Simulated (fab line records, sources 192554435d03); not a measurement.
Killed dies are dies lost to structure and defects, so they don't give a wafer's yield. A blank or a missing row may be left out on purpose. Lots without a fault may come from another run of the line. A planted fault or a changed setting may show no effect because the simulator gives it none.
A struck lot beside a sound one | flow n5_finfet | 20 steps out of a route of 1938
Sound: wafers L357.1, L357.5, L357.6. Struck: wafers L347.1, L347.2, L347.6. The cause comes at the end.
At each step with rows: each side's tool, then ch and its chambers, then its first start. Under that, the readings that differ: sound wafers | struck wafers | difference of the means | sigmas: that difference in standard deviations of wafers without a fault.
alike: readings whose means differ by less than 2 such deviations, and words and numbers that are the same on both sides. not compared: withheld readings, readings that some wafer has no value for, bounds like >300 that may hide the same value, and numbers for which the record gives no deviation and whose values overlap.
The two part at a step that has a row with sigmas, a row that says differs or no value, or rows on one side only. Numbers that don't overlap but have no deviation are shown without sigmas and don't part them. A reading that every wafer of one side lacks parts them only if that side has two wafers or more.

first, 8 steps without rows for these wafers: N5_BEOL_M6_COAT_59 (time 60 s, resist thk 100 nm); N5_BEOL_M6_COAT_60 (time 60 s, resist thk 35 nm); N5_BEOL_M6_COAT_05 (resist thk 90 nm); N5_BEOL_M6_EBR_07; N5_BEOL_M6_SOFTBAKE_06 (time 60 s); N5_BEOL_M6_EXPOSE_08 (exposes mask M6); N5_BEOL_M6_PEB_09 (peb time 60 s); N5_BEOL_M6_DEVELOP_10 (develop time 30 s).
N5_BEOL_M6_CD_MEAS_11: target cd 38.5 nm.
  sound on cd_sem-03 ch 0, day 15 12:43; struck on cd_sem-03 ch 0, day 11 09:13
  alike: cd_nm
N5_BEOL_M6_OVL_MEAS_12:
  sound on overlay-01 ch 0, day 15 12:46; struck on overlay-02 ch 0, day 11 09:15
  alike: M6_OVL
N5_BEOL_M6_INSPECT_13: inspects for defects (brightfield).
  sound on defect_inspect-02, day 15 12:47; struck on defect_inspect-02, day 11 09:17
  alike: raw_defect_count
N5_BEOL_M6_DESCUM_16: chemistry O2, time 7.9 s.
  sound on rie_diel-05 ch 1,2,3, day 15 12:49; struck on rie_diel-05 ch 0,1,2, day 11 09:38
  alike: drypump_motor_current_A, oes_product_au, rf_fwd_power_W, rf_vpp_V, showerhead_plenum_p_Torr, throttle_valve_pct
  not compared: rf_hours_counter_h
N5_BEOL_M6_ETCH_61: etches SiARC in CF4, target depth 45.5 nm, time 75.8 s.
  sound on rie_diel-05 ch 1,2,3, day 15 12:51; struck on rie_diel-05 ch 0,1,2, day 11 09:40
  no value came back on the struck wafers for any of 9 readings (bias_w (W), cf4_flow_sccm (sccm) and others); on the sound wafers bias_w (W) reads 36.13 35.93 36.04
  reading                                      | sound        | struck       | difference | sigmas
  model.CAR-ArF_of_BEOL_M6_COAT_05.thk_nm (nm) | 51.2 51 51.2 | 83.6 83.2 83 | +32.1      |
  not compared: rf_hours_counter_h
N5_BEOL_M6_ETCH_62: etches SOC in N2/H2, target depth 110 nm, overetch 22 nm, time 165 s.
  sound on rie_diel-05 ch 1,2,3, day 15 12:54; struck on rie_diel-05 ch 0,1,2, day 11 09:43
  reading               | sound          | struck         | difference | sigmas
  oes_product_au (a.u.) | 0.74 0.72 0.73 | 0.27 0.34 0.34 | -0.41      | -6
  alike: bias_w, chamber_pressure_mTorr, drypump_motor_current_A, rf_fwd_power_W, rf_vpp_V, showerhead_plenum_p_Torr, throttle_valve_pct
  not compared: rf_hours_counter_h
then, 1 step without rows for these wafers: N5_BEOL_M6_STRIP_68 (strips in N2/H2).
N5_BEOL_M6_STRIP_67: strips in CF4.
  sound on rie_diel-05 ch 1,2,3, day 15 13:03; struck on rie_diel-05 ch 0,1,2, day 11 09:52
  alike: drypump_motor_current_A, oes_product_au, rf_vpp_V, showerhead_plenum_p_Torr, throttle_valve_pct
  not compared: rf_hours_counter_h
N5_BEOL_M6_HM_OPEN_17: chemistry Cl2/BCl3, target TiN, target depth 20 nm, overetch 6 nm.
  sound on rie_metal-03 ch 0,1, day 15 13:05; struck on rie_metal-01 ch 0,1, day 11 09:54
  reading                | sound             | struck            | difference | sigmas
  oes_product_au (a.u.)  | 0.68 0.58 0.68    | 0.30 0.26 0.25    | -0.38      | -5
  throttle_valve_pct (%) | 22.41 22.24 22.41 | 22.88 23.42 23.39 | +0.88      | +4
  alike: drypump_motor_current_A, rf_fwd_power_W
  not compared: rf_hours_counter_h
N5_BEOL_M6_STRIP_19: strips in O2.
  sound on rie_diel-06 ch 1,2, day 15 13:12; struck on rie_diel-05 ch 0,2, day 11 10:02
  alike: drypump_motor_current_A, oes_product_au, rf_vpp_V, showerhead_plenum_p_Torr, throttle_valve_pct
  not compared: rf_hours_counter_h
N5_BEOL_M6_CD_MEAS_18: pitch 80 nm, target cd 40 nm.
  sound on cd_sem-02, day 15 13:16; struck on cd_sem-01, day 11 10:07
  reading    | sound          | struck | difference                    | sigmas
  cd_nm (nm) | 40.1 39.5 40.3 | - - -  | no value on the struck wafers |
then, 1 step without rows for these wafers: N5_BEOL_M6_COAT_63 (time 60 s, resist thk 60 nm).

WHERE THEY PART
First at N5_BEOL_M6_ETCH_61; last, within this record, at N5_BEOL_M6_CD_MEAS_18.

WHY: what the simulator had put in
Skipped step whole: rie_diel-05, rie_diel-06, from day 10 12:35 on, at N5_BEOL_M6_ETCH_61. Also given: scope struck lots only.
